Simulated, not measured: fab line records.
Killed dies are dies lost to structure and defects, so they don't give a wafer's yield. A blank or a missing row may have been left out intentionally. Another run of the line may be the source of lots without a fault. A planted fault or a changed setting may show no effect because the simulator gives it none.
Chamber matching | flow n5-finfet | N5_SDB_CMP_30 on cmp-02 has 4 sister chambers
The step polishes, stops on poly-Si, t overpolish 1.54 s, target thk 30 nm. 8 wafers are shown with their chamber, then 10 later ones without.

== EACH WAFER AND ITS CHAMBER ==
wafer  | chamber | motor-current-A (A) | time-to-endpoint-s (s)
L075.4 | 3       | 13.2                | 17.4
L086.4 | 3       | 12.3                | 14.9
L086.5 | 1       | 13.2                | 17.5
L089.1 | 0       | 11.5                | 15.7
L089.4 | 2       | 11.8                | 17.1
L089.6 | 2       | 12.0                | 14.9
L092.4 | 0       | 12.1                | 15.0
L092.5 | 1       | 13.6                | 14.0

== WAFERS WHOSE CHAMBER IS MISSING ==
wafer  | motor-current-A (A) | time-to-endpoint-s (s)
L092.6 | 12.1                | 15.3
L093.1 | 13.2                | 17.2
L093.2 | 11.9                | 17.5
L093.6 | 11.7                | 16.8
L096.3 | 11.6                | 14.6
L096.4 | 11.6                | 12.7
L096.6 | 11.8                | 16.3
L097.2 | 12.1                | 15.7
L097.3 | 13.4                | 18.4
L097.5 | 11.7                | 14.0

== WHICH CHAMBER EACH ONE RAN IN ==
wafer  | from the rows above          | in truth
L092.6 | can't be placed: 2 or 0 or 3 | 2
L093.1 | can't be placed: 1 or 3      | 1
L093.2 | can't be placed: 2 or 0 or 3 | 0
L093.6 | can't be placed: 2 or 0 or 3 | 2
L096.3 | can't be placed: 0 or 2      | 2
L096.4 | can't be placed: 0 or 2 or 3 | 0
L096.6 | can't be placed: 2 or 0 or 3 | 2
L097.2 | can't be placed: 2 or 0 or 3 | 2
L097.3 | can't be placed: 1 or 3      | 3
L097.5 | can't be placed: 0 or 2      | 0
Correctly placed: 0 of 10. Can't be placed from these rows: 10 (the true chamber is among the candidates in 10). Number placed wrongly: 0.
How it was worked out, from the rows above alone: a wafer's distance from a chamber is the root of the sum, over the readings, of the square of ((its reading less the chamber's mean) divided by the reading's scatter). The wafer belongs to the nearest chamber; if the next one is less than 2 further off, it can't be placed. For every chamber, the mean is computed from those of its wafers that are shown. How the scatter is found: for the shown wafers, subtract from each reading the mean of its chamber, square and add these, divide the total by (wafers less chambers), then take the root.
